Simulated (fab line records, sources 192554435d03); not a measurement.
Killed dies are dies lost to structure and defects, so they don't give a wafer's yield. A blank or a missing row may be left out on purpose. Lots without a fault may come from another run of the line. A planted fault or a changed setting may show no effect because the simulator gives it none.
Split-lot experiment | flow n5_finfet | 7 lots, 21 wafers read, on a route of 1938 steps

THE SPLIT
At N5_BEOL_M9_HM_DEP_02 (deposits TiN, target thk 20 nm), the setting target_thk_a was moved away from the recipe's 200 angstrom on 9 of the 21 wafers read, by -7.6% to +8.3%. The other wafers ran this setting at the recipe's value.

FROM THE SPLIT TO THE READING: what the file shows between them, 12 steps
- N5_BEOL_M9_COAT_05: resist thk 90 nm (also split here: spin_rpm)
- N5_BEOL_M9_EBR_07
- N5_BEOL_M9_SOFTBAKE_06: time 60 s
- N5_BEOL_M9_EXPOSE_08: exposes mask M9
- N5_BEOL_M9_PEB_09: peb time 60 s
- N5_BEOL_M9_DEVELOP_10: develop time 30 s
- N5_BEOL_M9_STRIP_68: strips in N2/H2
- N5_BEOL_M9_STRIP_67: strips in CF4
- N5_BEOL_M9_HM_OPEN_17: chemistry Cl2/BCl3, target TiN, target depth 20 nm, overetch 6 nm
- N5_BEOL_M9_STRIP_19: strips in O2
- N5_BEOL_M9_STRIP_73: strips in C4F6/O2
- N5_BEOL_M9_STRIP_36: strips in N2/H2

THE READING
TiN_of_BEOL_M9_HM_DEP_02.thk_nm (the simulator's own value, which no gauge read), in nm, at N5_BEOL_M9_TRENCH_ETCH_37 (etches SiCOH lowk in C4F6/O2, target depth 151.43 nm, time 49 s). The file gives no usual value for it. The 12 wafers here that ran the recipe average 15.9 nm, standard deviation 0.24 nm.

wafer  | tool, chamber at the split | target_thk_a as run, angstrom | against the recipe | TiN_of_BEOL_M9_HM_DEP_02.thk_nm, nm | against lot-mates on the recipe
L077.3 | pvd_sputter-03, -          | 216.6                         | +8.3%              | 17.6                                | +1.8
L077.6 | pvd_sputter-03, -          | 216.6                         | +8.3%              | 17.6                                | +1.8
L077.4 | pvd_sputter-03, -          | 200                           | recipe             | 15.8                                | -
L081.4 | pvd_sputter-03, -          | 213.9                         | +7.0%              | 17.2                                | +1.2
L081.6 | pvd_sputter-03, -          | 213.9                         | +7.0%              | 17.2                                | +1.2
L081.5 | pvd_sputter-03, -          | 200                           | recipe             | 16                                  | -
L074.1 | pvd_sputter-03, -          | 200                           | recipe             | 15.8                                | -
L074.3 | pvd_sputter-03, -          | 200                           | recipe             | 16.2                                | -
L074.5 | pvd_sputter-03, -          | 200                           | recipe             | 16.2                                | -
L083.2 | pvd_sputter-03, -          | 200                           | recipe             | 15.4                                | -
L083.3 | pvd_sputter-03, -          | 200                           | recipe             | 15.6                                | -
L083.6 | pvd_sputter-03, -          | 209.4                         | +4.7%              | 16.6                                | +1.1
L087.1 | pvd_sputter-01, -          | 211.2                         | +5.6%              | 17                                  | +1.0
L087.3 | pvd_sputter-01, -          | 211.2                         | +5.6%              | 16.8                                | +0.8
L087.4 | pvd_sputter-01, -          | 200                           | recipe             | 16                                  | -
L093.2 | pvd_sputter-02, -          | 200                           | recipe             | 15.6                                | -
L093.4 | pvd_sputter-02, -          | 200                           | recipe             | 16                                  | -
L093.6 | pvd_sputter-02, -          | 200                           | recipe             | 15.8                                | -
L096.3 | pvd_sputter-02, -          | 200                           | recipe             | 16                                  | -
L096.4 | pvd_sputter-02, -          | 184.9                         | -7.6%              | 14.6                                | -1.4
L096.6 | pvd_sputter-02, -          | 184.9                         | -7.6%              | 14.6                                | -1.4

THE FIT
A straight line over all 21 wafers: TiN_of_BEOL_M9_HM_DEP_02.thk_nm changes by +0.186 nm for each +1% of target_thk_a; r = +0.97; the points scatter about the line by 0.21 nm.
The same after taking each lot's own level away (the mean of its wafers on the recipe; 21 wafers): +0.191 nm for each +1%; r = +0.98; scatter 0.15 nm.
On that fit, the largest move of target_thk_a shifts the reading by 1.6 nm.
The lots' own levels span 15.50 to 16.07 nm, that is 2.4 times the standard deviation above.
So the lot-to-lot level changes the slope little: the two slopes agree.
Check: with one of the wafers moved furthest among these (+8.3%) left out of the fit, the line predicts +1.55 nm for it against its lot-mates. It came out at +1.8 nm against them.

OTHER SPLITS ON THESE WAFERS
These wafers also went through other splits before the reading. Each is held against what the fit with the lots' levels taken away leaves over:
other split on the same wafers  | wafers away from the commonest value | r with TiN_of_BEOL_M9_HM_DEP_02.thk_nm (lot level and that fit taken away)
N5_BEOL_M5_COAT_22 spin_rpm     | 7                                    | -0.27
N5_BEOL_M7_COAT_63 spin_rpm     | 8                                    | -0.24
N5_BEOL_M7_COAT_71 spin_rpm     | 8                                    | +0.01
N5_BEOL_M7_VIA_ETCH_34 source_w | 8                                    | -0.31
N5_BEOL_M9_COAT_05 spin_rpm     | 8                                    | +0.38

THE WHOLE CHAIN: every reading that the file lists as answering this split, in the file's order
step                      | what it does                                                      | reading                                                                          | change (the file's fit)               | r (the file's)
N5_BEOL_M9_HM_DEP_02      | deposits TiN, target thk 20 nm                                    | TiN_of_BEOL_M9_HM_DEP_02.thk_nm (the simulator's own value, which no gauge read) | +0.203 nm for each +1% of the setting | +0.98
N5_BEOL_M9_HM_OPEN_17     | chemistry Cl2/BCl3, target TiN, target depth 20 nm, overetch 6 nm | etch.depth_nm (the simulator's own value, which no gauge read)                   | +0.205 nm for each +1% of the setting | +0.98
N5_BEOL_M9_TRENCH_ETCH_37 | etches SiCOH lowk in C4F6/O2, target depth 151.43 nm, time 49 s   | TiN_of_BEOL_M9_HM_DEP_02.thk_nm (the simulator's own value, which no gauge read) | +0.194 nm for each +1% of the setting | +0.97

THE FILE'S OWN FIT
TiN_of_BEOL_M9_HM_DEP_02.thk_nm changes by +0.194 nm for each +1% of target_thk_a, r = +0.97.
